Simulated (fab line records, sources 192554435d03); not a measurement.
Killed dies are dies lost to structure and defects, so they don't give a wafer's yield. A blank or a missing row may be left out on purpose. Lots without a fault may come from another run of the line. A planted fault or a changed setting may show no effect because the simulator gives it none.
fab line records | flow n5_finfet
record lots=5 wafers=15 last_day=15
route steps=1938 shown BEOL_M8@1383 BEOL_M9@1401 PASSIVATION@1936
lots that met no fault: from a run of the same line without faults
start_h: hours from the record's first day to the start of the lot's first wafer shown | wait_h: hours since the lot's step before | " the same as in the row above | L1.1+2: a row that stands for several wafers | - no value, or no start given | * or withheld: withheld | < > ~ a bound
route shown NAME@n: a module of which the file shows steps, and the number in the route of the first | usual: mean/standard deviation of fault-free wafers | same: alike in all rows | chamber/n: place in a boat | sites: the reading at each site | _std_site: their standard deviation | _edge_site: outer sites' mean less inner sites' | radius_mm: how far each site lies from the wafer's centre | mask NAME#n: copy n | behind: the tool/chamber that last shaped the wafer | hold: why the lot was held/for how many hours/how that ended | device: the transistor (n, p or np) that didn't switch | end of line: the same wafers' tests at the end of the route | a step without rows: its recipe alone | killed: dies lost to structure and defects at the first sort, not the wafer's yield | map: a wafer's dies, x killed, . not, _ none there
set.NAME: the setting as run; set.NAME@STEP: as run at that earlier step | model.NAME: the simulator's own value behind a step, which no gauge read
lots at some steps of the route; a table a step, a row a wafer
services: from which hour (start_h, from the record's first day; less than 0 if before it) a tool's chamber was out of use, for how many hours, and why
## steps
# step N5_BEOL_M8_PRECLEAN_42
# recipe chemistry=residue_remover time_s=60 temp_c=40
# step N5_BEOL_M8_SRD_43
# recipe time_s=30 temp_c=23 rinse_liquid=diw dry=ipa_marangoni
# step N5_BEOL_M8_CURE_75
# recipe temp_c=370 time_s=120 ambient=DMADMS/He material=SiCOH_lowk
# step N5_BEOL_M8_DEGAS_44
# recipe ambient=vacuum temp_c=250 time_s=60
# step N5_BEOL_M8_PRE_CLEAN_45
# recipe gas=H2/He time_s=30 temp_c=250
# step N5_BEOL_M8_ALD_77
# recipe material=TaN target_thk_a=20 temp_c=275 ald_precursor_family=PDMAT ald_co_reactant=NH3 pressure_torr=3 carrier_flow_sccm=1500 pulse_time_s=2 purge_time_s=3 co_reactant_purge_time_s=2 co_reactant_pulse_time_s=3 ald_cycles=40 precursor_vessel_temp_c=75 precursor_vessel_pressure_torr=26.25 precursor_vessel_carrier_sccm=1000
# step N5_BEOL_M8_SURFACE_TREAT_79
# recipe gas=Ar time_s=* ion_energy_ev=* ion_current_ma_cm2=0.5 pressure_mtorr=* ar_flow_sccm=30
# step N5_BEOL_M8_CVD_78
# recipe material=Co target_thk_a=20 temp_c=withheld precursor=CCTBA/H2 pressure_torr=30 time_s=142.3
# step N5_BEOL_M8_SPUTTER_48
# recipe material=Cu target_thk_a=100 temp_c=-20 bias_v=60 power_w=26000 chamber_pressure_pa=0.13 time_s=1.667
# step N5_BEOL_M8_ECD_50
# recipe material=Cu target_thk_a=3000
# step N5_BEOL_M8_ANNEAL_51
# recipe temp_c=225 time_s=90 ambient=N2
# step N5_BEOL_M8_CMP_52
# recipe stop_on=SiCOH_lowk t_overpolish_s=6.9 down_force_psi=1 platen_rpm=50 clearing_platen_down_force_psi=1.5 clearing_platen_rpm=50 post_cmp_clean=cu_alkaline target_thk_nm=80 clearing_platen_pad_velocity_m_s=0.99484 pad_velocity_m_s=0.99484
# usual barrier_field_endpoint_s=29.1/0.79 edge_zone_pressure_frac=1.001/0.0051 motor_current_A=5.7/0.62 overpolish_run_s=6.900/0.0094 slurry_filter_dp_kPa=13.51/0.13 time_to_endpoint_s=63.9/3
# columns lot.wafer tool chamber start_h wait_h barrier_field_endpoint_s edge_zone_pressure_frac motor_current_A overpolish_run_s slurry_filter_dp_kPa time_to_endpoint_s
L480.2 cmp-03 2 228.27 0.2 28.9 0.994 5.8 6.910 13.63 68.0
L480.3 " 0 " " 27.9 1.007 6.0 6.900 13.50 63.2
L480.5 " 2 " " 28.8 0.996 5.7 6.910 13.50 67.2
L481.3 cmp-03 2 231.12 0.2 28.2 1.007 6.0 6.907 13.27 64.3
L481.2 " 3 " " 27.5 0.997 6.6 6.895 13.38 60.0
L481.5 " 1 " " 28.3 1.011 5.0 6.893 13.56 64.8
L482.4 cmp-03 0 239.81 0.2 28.0 1.001 6.0 6.889 13.61 57.8
L482.6 " 2 " " 28.9 1.002 5.8 6.895 13.41 63.9
L482.5 " 3 " " 29.2 1.001 6.4 6.888 13.35 58.7
L483.2 cmp-03 0 251.59 0.2 27.4 0.997 6.0 6.909 13.71 60.3
L483.4 " 1 " " 29.4 0.998 4.9 6.900 13.61 65.4
L483.1 " 2 " " 28.9 1.007 5.7 6.920 13.46 69.2
L491.3 cmp-01 0 287.61 0.3 29.1 0.998 4.6 6.894 13.59 61.3
L491.4 " 1 " " 29.3 0.999 6.6 6.890 13.54 64.0
L491.6 " 3 " " 30.6 1.005 6.0 6.898 13.74 66.6
# step N5_BEOL_M8_PRE_CLEAN_55
# recipe gas=NH3 time_s=15 temp_c=withheld rf_power_w=300
# step N5_BEOL_M8_DEP_56
# recipe material=SiCN target_thk_a=100 temp_c=withheld precursor=3MS/NH3 pressure_torr=3 rf_w=202 time_s=17.5
# step N5_BEOL_M8_INSPECT_58
# recipe inspect_instrument=darkfield mode=post_dep
# usual raw_defect_count=70/22
# columns lot.wafer tool chamber start_h wait_h raw_defect_count
L480.2 defect_inspect-01 - 228.72 0.0 44
L480.3 " - " " 40
L480.5 " - " " 46
L481.2 defect_inspect-02 - 231.50 0.0 889
L481.3 " - " " 852
L481.5 " - " " 864
L482.4 defect_inspect-02 - 240.19 0.0 864
L482.5 " - " " 871
L482.6 " - " " 910
L483.1 defect_inspect-01 - 252.04 0.0 913
L483.2 " - " " 816
L483.4 " - " " 899
L491.3 defect_inspect-02 - 287.99 0.0 46
L491.4 " - " " 43
L491.6 " - " " 65
# step N5_BEOL_M9_ILD_DEP_00
# recipe material=SiCOH_lowk target_thk_a=3085.1 temp_c=300 precursor=DEMS/porogen pressure_torr=5 rf_w=500 time_s=58
# step N5_BEOL_M9_CURE_71
# recipe temp_c=385 time_s=240 ambient=He/Ar material=SiCOH_lowk
# step N5_BEOL_M9_PECVD_70
# recipe material=SiO2 target_thk_a=200 temp_c=400 precursor=TEOS/O2 pressure_torr=5.5 rf_w=450 teos_flow_sccm=53.8 gas=O2 flow_sccm=3000 time_s=22.7
# step N5_BEOL_M9_HM_DEP_02
# recipe material=TiN target_thk_a=200 temp_c=25 chamber_pressure_pa=0.49996
# step N5_BEOL_M9_COAT_59
# recipe resist=SOC temp_c=250 time_s=60 spin_rpm=1500 resist_thk_nm=100
# step N5_BEOL_M9_COAT_60
# recipe resist=SiARC temp_c=220 time_s=60 spin_rpm=1500 resist_thk_nm=30
# step N5_BEOL_M9_COAT_05
# recipe resist=CAR-ArF spin_rpm=1500 resist_thk_nm=90
# step N5_BEOL_M9_EBR_07
# recipe solvent=PGMEA ebr_width_mm=1.5
# step N5_BEOL_M9_SOFTBAKE_06
# recipe temp_c=110 time_s=60 resist=CAR-ArF
# step N5_BEOL_M9_EXPOSE_08
# recipe mask_id=M9 na=1.35 source_shape=dipole sigma_inner=0.411 sigma_outer=0.611 polarization=te dose_mj=53.75
# step N5_BEOL_M9_PEB_09
# recipe peb_temp_c=withheld peb_time_s=60 resist=CAR-ArF
# step N5_BEOL_M9_DEVELOP_10
# recipe develop_time_s=30 developer=TMAH resist=CAR-ArF rinse_liquid=diw dry=air_spin dev_temp_c=23
# step N5_BEOL_M9_INSPECT_13
# recipe mode=adi inspect_instrument=brightfield
# usual raw_defect_count=400/95
# columns lot.wafer tool chamber start_h wait_h raw_defect_count
L480.2 defect_inspect-02 - 230.60 0.0 393
L480.3 " - " " 295
L480.5 " - " " 325
L481.2 defect_inspect-02 - 234.88 0.0 1154
L481.3 " - " " 1127
L481.5 " - " " 1203
L482.4 defect_inspect-01 - 244.55 0.0 1228
L482.5 " - " " 1259
L482.6 " - " " 1342
L483.1 defect_inspect-01 - 254.14 0.0 1187
L483.2 " - " " 1043
L483.4 " - " " 1207
L491.3 defect_inspect-01 - 291.35 0.0 421
L491.4 " - " " 451
L491.6 " - " " 432
# step N5_BEOL_M9_DESCUM_16
# recipe chemistry=O2 time_s=7.9 source_power_w=50 bias_power_w=20 pressure_mtorr=20 rf_frequency_hz=2.712e+07 temp_c=40 resist=CAR-ArF o2_flow_sccm=225
# step N5_PASSIVATION_PROBE_49
# usual defect_limited_yield=91.4/1.5 killed_at_M0_to_M3=33/9.8 killed_at_M4_up=14/5.5 killed_at_contacts=12/6.5 killed_at_front_end=38/11 killed_at_other=3/3.1 killed_dies=101/17 killed_on_rim=14/4.4 killed_open=66/13 killed_short=32/7.5 sort_bin_5_function=5.0/1 sort_bin_6_memory=3.2/0.69 sort_n_pass=1079/17 sort_yield_pct=91.4/1.5
# same gross_dies=1180 killed_at_back_side=0 sort_bin_4_leakage[%]=0 sort_bin_8_speed[%]=0
# columns lot.wafer tool chamber start_h wait_h defect_limited_yield[%] killed_at_M0_to_M3 killed_at_M4_up killed_at_contacts killed_at_front_end killed_at_other killed_dies killed_on_rim killed_open killed_short sort_bin_5_function[%] sort_bin_6_memory[%] sort_n_pass sort_yield_pct[%]
L480.2 prober-02 - 289.90 0.1 90.4 35 14 22 42 0 113 13 83 29 5.0 4.4 1067 90.4
L480.3 prober-02 - 289.95 0.1 90.3 28 11 10 64 2 115 9 86 29 5.8 3.5 1065 90.3
L480.5 prober-02 - 290.05 0.2 89.7 34 24 9 52 3 122 19 76 44 5.8 4.2 1058 89.7
L481.2 prober-01 - 297.57 0.1 42.0 28 583 8 62 3 684 87 74 28 35.4 17.7 496 42.0
L481.3 prober-01 - 297.62 0.1 45.8 26 556 15 38 4 639 73 61 25 35.2 15.7 541 45.8
L481.5 prober-01 - 297.72 0.2 44.6 29 555 22 47 1 654 88 62 47 35.3 16.9 526 44.6
L482.4 prober-02 - 313.56 0.2 45.3 28 565 3 47 2 645 80 56 37 34.8 15.6 535 45.3
L482.5 prober-02 - 313.61 0.2 46.2 38 551 14 32 0 635 89 59 30 35.0 15.8 545 46.2
L482.6 prober-02 - 313.66 0.3 45.6 32 569 11 25 5 642 74 56 32 34.8 16.1 538 45.6
L483.1 prober-02 - 315.06 0.0 44.6 28 577 16 24 9 654 93 57 20 36.1 16.4 526 44.6
L483.2 prober-02 - 315.11 0.1 48.6 22 543 13 28 0 606 73 43 29 32.9 15.2 574 48.6
L483.4 prober-02 - 315.21 0.2 46.2 14 578 9 34 0 635 81 41 17 34.3 15.7 545 46.2
L491.3 prober-02 - 365.70 0.1 93.6 18 17 8 28 4 75 9 36 37 3.4 2.7 1105 93.6
L491.4 prober-02 - 365.75 0.2 90.0 47 14 4 51 2 118 18 68 42 5.9 3.3 1062 90.0
L491.6 prober-02 - 365.85 0.3 93.3 24 10 8 31 6 79 4 53 26 3.5 3.0 1101 93.3
# killed by level:class
L480.2 MOL_CONTACT_COAG:geometric_particle:open=21 FIN_SAQP:geometric_particle:open=17 BEOL_M2:geometric_particle:open=8 FIN_SAQP:geometric_particle:short=7 BEOL_M0_SAQP:geometric_particle:open=7 BEOL_M0_SAQP:geometric_particle:short=7 BEOL_M3:geometric_particle:open=6 BEOL_M4:geometric_particle:open=5
L480.3 FIN_SAQP:geometric_particle:open=24 STI_FIN_REVEAL:geometric_particle:open=14 FIN_SAQP:geometric_particle:short=13 MOL_CONTACT_COAG:geometric_particle:open=9 BEOL_M1:geometric_particle:open=9 BEOL_M2:geometric_particle:open=5 DUMMY_GATE:geometric_particle:open=4 BEOL_M0:geometric_particle:open=4
L480.5 BEOL_M0_SAQP:geometric_particle:short=12 STI_FIN_REVEAL:geometric_particle:open=12 FIN_SAQP:geometric_particle:open=7 GATE_CUT:geometric_particle:short=7 GATE_CUT:geometric_particle:open=7 MOL_CONTACT_COAG:geometric_particle:open=7 BEOL_M3:geometric_particle:open=7 BEOL_M4:geometric_particle:open=6
L481.2 BEOL_M8:unspecified=576 STI_FIN_REVEAL:geometric_particle:open=16 FIN_SAQP:geometric_particle:open=13 BEOL_M3:geometric_particle:open=10 FIN_SAQP:geometric_particle:short=7 HKMG_FIN:area_etch=6 MOL_CONTACT_COAG:geometric_particle:open=5 BEOL_M1:geometric_particle:open=5
L481.3 BEOL_M8:unspecified=552 STI_FIN_REVEAL:geometric_particle:open=11 MOL_CONTACT_COAG:geometric_particle:open=10 FIN_SAQP:geometric_particle:short=8 BEOL_M2:geometric_particle:open=6 MOL_CONTACT_COAG:geometric_particle:short=5 BEOL_M0_SAQP:geometric_particle:open=5 BEOL_M3:geometric_particle:open=5
L481.5 BEOL_M8:unspecified=543 MOL_CONTACT_COAG:geometric_particle:open=17 STI_FIN_REVEAL:geometric_particle:open=11 GATE_CUT:geometric_particle:short=7 FIN_SAQP:geometric_particle:short=6 STI_FIN_REVEAL:geometric_particle:short=5 BEOL_M0:geometric_particle:open=5 ILD0:geometric_particle:short=5
L482.4 BEOL_M8:unspecified=547 STI_FIN_REVEAL:geometric_particle:open=14 FIN_SAQP:geometric_particle:short=10 FIN_SAQP:geometric_particle:open=5 BEOL_M2:geometric_particle:open=5 STI_FIN_REVEAL:geometric_particle:short=5 BEOL_M3:geometric_particle:open=5 BEOL_M2:geometric_particle:short=4
L482.5 BEOL_M8:unspecified=543 FIN_SAQP:geometric_particle:open=10 BEOL_M2:geometric_particle:open=10 MOL_CONTACT_COAG:geometric_particle:open=9 FIN_SAQP:geometric_particle:short=8 BEOL_M1:geometric_particle:open=6 MOL_CONTACT_COAG:geometric_particle:short=5 BEOL_M0_SAQP:geometric_particle:short=5
L482.6 BEOL_M8:unspecified=551 MOL_CONTACT_COAG:geometric_particle:open=10 BEOL_M5:geometric_particle:open=8 BEOL_M0_SAQP:geometric_particle:short=8 FIN_SAQP:geometric_particle:short=7 BEOL_M0_SAQP:geometric_particle:open=7 STI_FIN_REVEAL:geometric_particle:open=6 BEOL_M1:geometric_particle:open=5
L483.1 BEOL_M8:unspecified=572 MOL_CONTACT_COAG:geometric_particle:open=13 FIN_SAQP:geometric_particle:open=7 BEOL_M2:geometric_particle:open=7 BEOL_M0_SAQP:geometric_particle:open=6 STI_FIN_REVEAL:geometric_particle:open=5 BEOL_M1:geometric_particle:open=4 BEOL_M3:geometric_particle:open=4
L483.2 BEOL_M8:unspecified=534 MOL_CONTACT_COAG:geometric_particle:open=11 BEOL_M0_SAQP:geometric_particle:short=10 FIN_SAQP:geometric_particle:open=6 FIN_SAQP:geometric_particle:short=6 BEOL_M0_SAQP:geometric_particle:open=5 BEOL_M4:geometric_particle:open=3 GATE_CUT:geometric_particle:short=3
L483.4 BEOL_M8:unspecified=575 FIN_SAQP:geometric_particle:open=11 MOL_CONTACT_COAG:geometric_particle:open=6 STI_FIN_REVEAL:geometric_particle:open=6 FIN_SAQP:geometric_particle:short=5 BEOL_M0_SAQP:geometric_particle:open=4 BEOL_M2:geometric_particle:open=4 DUMMY_GATE:geometric_particle:open=3
L491.3 MOL_CONTACT_COAG:geometric_particle:open=8 BEOL_M0_SAQP:geometric_particle:short=8 FIN_SAQP:geometric_particle:short=5 GATE_CUT:geometric_particle:short=5 BEOL_M4:geometric_particle:open=4 BEOL_M4:geometric_particle:short=4 ILD0:geometric_particle:short=3 BEOL_M0_SAQP:geometric_particle:open=3
L491.4 BEOL_M3:geometric_particle:open=17 GATE_CUT:geometric_particle:short=12 BEOL_M0_SAQP:geometric_particle:open=9 BEOL_M0_SAQP:geometric_particle:short=8 HKMG_FIN:area_etch=7 STARTING-WAFER:geometric_particle:open=6 FIN_SAQP:geometric_particle:open=5 STI_FIN_REVEAL:geometric_particle:open=5
L491.6 GATE_CUT:geometric_particle:short=9 BEOL_M0_SAQP:geometric_particle:open=9 FIN_SAQP:geometric_particle:open=8 MOL_CONTACT_COAG:geometric_particle:open=7 BEOL_M0_SAQP:geometric_particle:short=6 BEOL_M3:geometric_particle:open=5 FIN_SAQP:geometric_particle:short=3 STI_FIN_REVEAL:geometric_particle:open=3
# map L481.2 (x killed, . not)
_________________x.xx.xx.xx..________________
______________.xx...xx...xxx..xx_____________
___________xx.x.x.x.xx..x.x.x..xxx.__________
__________.x...xxxxxxx....x.x.x.xx.._________
________x...xxxxx.xx..x.xxxxx..xxxx..x_______
_______.x.x.x.xxx..x..xxxxx.xxxx.x...xx______
______....xx.x...x..x.x.xxx..x.x..x.x..._____
_____xx.xxxxx..xxxxxxxxxxxxx.xx.xx.xx..x.____
____.x....x.x..xxxxx.xx.xxxx.xxxxxxxxxx.xx___
___.xxxxxxxx..xxx.x..x.x.xxx..x..x.xxxxxxxx__
___.xx...x....xxxxx.xx...xxxxxx.x.xxxx...xx__
__xxxxxxxxxx.xx..xxxx.x..x....xxxxxx......x._
__xxx...xxx...x.....x..x...xx..xxxxxxxx.xx.x_
_.xxx.xx..x.x..xxxx.xxxxx.xx.xxx.xx.xxx....xx
_x........xxx.xx.xx.xx..xxxxx...xx..x.x.xxxx.
_xx....x.xxx.xxx.x..x.xx..xxx.xx.x.x.x.xxx.x.
_x.xxxx..xx.xx..xxxx.x..x.xxxx.x..xx.x.....x.
_x..x.xx.xxxxxx..x.x..x..xx..xxx.x.xxx.xxx.xx
_xxx....x.xxxx...x...xxxx.x.xxxxx..x...x.x...
_xxx.xxxxxx...x.xx.x.xxx.xxxx..xx.xx.x....xx.
_.x.xxx...x..x.....xx..xxxx.xxxxx.xxx..x.xx..
__x..x..xxx.xx.xxxx.xxx.xxxxxxxx...x.xx..xxx_
__xxx.x.x...xxxxx..xxx.x.xxx.x.....xxxxxxx.x_
___.....xx.xxxxxxxx..x....x.xxxx..xx..xx...__
___.xxxxxx.x..xx.x..x..x.x...xx.xxx.xxxx.xx__
____.xxx.....xxx.xx..xxxx..x.x..xxx.x.xx.x___
_____x...xx.xx..xx.xx.x...xxxxx.x.xx.xxxx____
______.xx.xxxx.x....xxxx.xxx.xxx.xxxx.x._____
_______x.xxxx.xxx..xxxx.x.xxxx.x..x...x______
________.xx.x.....xx.xxx.x....xx.x..xx_______
__________.xxxxx..xxx.xx...xx.xxx.x._________
___________xx..xx....xx.....xx.xx.x__________
______________..xx.xxxxxx.xxx.xx_____________
_________________x..x..xxx...________________
# map L482.4 (x killed, . not)
_________________.x....xxxxx.________________
______________.xx.xxxx..x...xx.x_____________
___________xx..x.x..x.x.xxxxx.x..x.__________
__________x....x.xxx.x.xxx.x.xxx.xx._________
________.xx.xx...x.x.x..xxx....x...x.x_______
_______xx...xx.xxx.xx..xxx..x.x..xx.xxx______
______xxxx.....xx.x.x..xxxxx.xxx.xx.x..._____
_____.xx...xxx.x.xx.xx.x......xxx.x..x..x____
____x...xx...xx...xx.xx.x.xxx.x...xx..xxx.___
___xxxxxxxxx.x.x.xx.xx.x..x.xxx.......x...x__
___x...xxxxxx.xx..xxx.xxx.x.x.x.xx...x.xx.x__
__.xxx...xxx..xxx..xxxx..x.x..xx...xxxx..x.._
__xxx.x......x.xxx.xx.x.x.x..xx.x.x.xxxxxx.x_
_x..x.x.x.xxx.x.xx.xxxx.xx..xx..xxxxx.x.xx..x
_x.xxx.xxxxx.x.x.xxx..xxxxx..xx......xx.x..x.
_x.xx.x.x..x.xxx.xxxxxx.xx.xxx....xx.x.xxxx.x
_.x...xxxx...xxx.xx..x.xx..xxx.xx..xx.xxx.x..
_.x...xxx.x..xx.xx.x.xxxxx.x..xxxxxx..xx..xx.
_xx.xxx..x...x.xxxxx.xxxx.x.xxx.x.x.x..xxx...
_xx...x.x.xxxxx.x....xxx..xxxxx.xx.xxxx...x..
_...x.....x.x.xx.x..xxxxx...xxxxxxx..x.......
__x.x.xxx.xx.x..x.xx..x...x.xx..xx...x.x.x.._
__.xx...x..x.x.x.x.x.x.x..xxxxxxx..x.x..xxxx_
___.x.xx..xx.xx.x.xx.x..x.x.xxxx.x.xxxxx...__
___xxxx.x..x...xxx..x.x....x.xxxxx.xx.x.xx.__
____...x..xxxx.x..xx.x.xxxx.xxx.xx.xx.xx.x___
_____x.x.xx.......x..x........xxxx.xx...x____
______xx.xxx.xxx.x.xx.xx.xx...xx.xxxx.xx_____
_______.xx...xx.x.xxxx.x..x...xxx.x.x..______
________xxxx..x..xx...xxxxx.xxxxx..x.x_______
__________.xx...x.x....xx..xx.....x._________
___________xxxx..xxxxx.xxx.xxxxx...__________
______________.xx.xx....xxxxx..._____________
_________________...x.x.x.xx.________________
## services
# columns tool chamber start_h hours kind
cmp-03 - 216.65 5.4 pm
cmp-01 - 219.98 1.1 repair
cmp-01 - 224.49 4.0 pm
cmp-01 - 228.49 - consumable_replace:conditioner
cmp-01 - 228.49 - consumable_replace:pad
cmp-01 - 228.49 5.4 pm
cmp-01 - 266.79 1.0 repair
## key
first_sign step=N5_BEOL_M8_INSPECT_58 reading=raw_defect_count direction=up sigmas=36 usual=70 struck=875
effect step=N5_BEOL_M9_INSPECT_13 reading=raw_defect_count direction=up sigmas=8.4 usual=400 struck=1194
effect step=N5_PASSIVATION_PROBE_49 reading=killed_at_M4_up direction=up sigmas=99+ usual=14 struck=564
more_kills_born_at N5_BEOL_M8_CMP_52@cmp-03=4993
met_at N5_BEOL_M8_CMP_52
struck_wafers L481.2,L481.3,L481.5,L482.4,L482.5,L482.6,L483.1,L483.2,L483.4
onset_between 228.27 231.12
fault kind=chamber_particle_source tool=cmp-03 chamber=- onset_h=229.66 steps=N5_BEOL_M8_CMP_52 rate_per_visit_cm2=1.2469 end_h=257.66
